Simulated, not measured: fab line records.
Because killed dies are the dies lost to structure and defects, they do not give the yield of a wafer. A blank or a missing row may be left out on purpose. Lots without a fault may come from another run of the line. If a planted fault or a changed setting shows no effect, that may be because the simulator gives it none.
Matching of chambers | flow n5_finfet | 4 sister chambers for N5_BEOL_M6_DESCUM_33 on rie_diel-04
The step chemistry O2, time 7 s. 8 wafers are shown with their chamber, then 9 later ones without.

WAFERS WITH THEIR CHAMBER
wafer  | chamber | drypump_motor_current_A (A) | throttle_valve_pct (%)
L080.1 | 1       | 6.3                         | 19.96
L080.4 | 3       | 6.2                         | 20.69
L085.2 | 2       | 4.9                         | 20.17
L085.4 | 0       | 6.1                         | 20.84
L085.5 | 2       | 4.9                         | 20.17
L086.1 | 3       | 6.2                         | 20.71
L086.2 | 1       | 6.3                         | 19.96
L086.3 | 0       | 6.2                         | 20.83

WAFERS MISSING THEIR CHAMBER
wafer  | drypump_motor_current_A (A) | throttle_valve_pct (%)
L088.1 | 6.1                         | 20.72
L088.3 | 6.3                         | 19.95
L088.4 | 4.9                         | 20.18
L090.1 | 6.2                         | 20.71
L090.2 | 4.9                         | 20.17
L090.4 | 6.3                         | 19.98
L097.1 | 6.2                         | 20.75
L097.3 | 4.9                         | 20.21
L097.5 | 6.3                         | 20.01

WHICH CHAMBER EACH ONE RAN IN
wafer  | from the rows above | in truth
L088.1 | 3                   | 3
L088.3 | 1                   | 1
L088.4 | 2                   | 2
L090.1 | 3                   | 3
L090.2 | 2                   | 2
L090.4 | 1                   | 1
L097.1 | 3                   | 3
L097.3 | 2                   | 2
L097.5 | 1                   | 1
Correctly placed: 9 of 9. Left unplaced by these rows: 0. Wrongly placed: 0.
How it was worked out, from the rows above alone: a wafer's distance from a chamber is the root of the sum, over the readings, of the square of ((its reading less the chamber's mean) divided by the reading's scatter). If the next closest chamber is less than 2 further off than the closest, the wafer can't be placed; otherwise it belongs to the closest. The mean given for a chamber averages the wafers shown for that chamber. The scatter: the root of (the sum of the squares of (reading less its chamber's mean) over the shown wafers, divided by (wafers less chambers)).
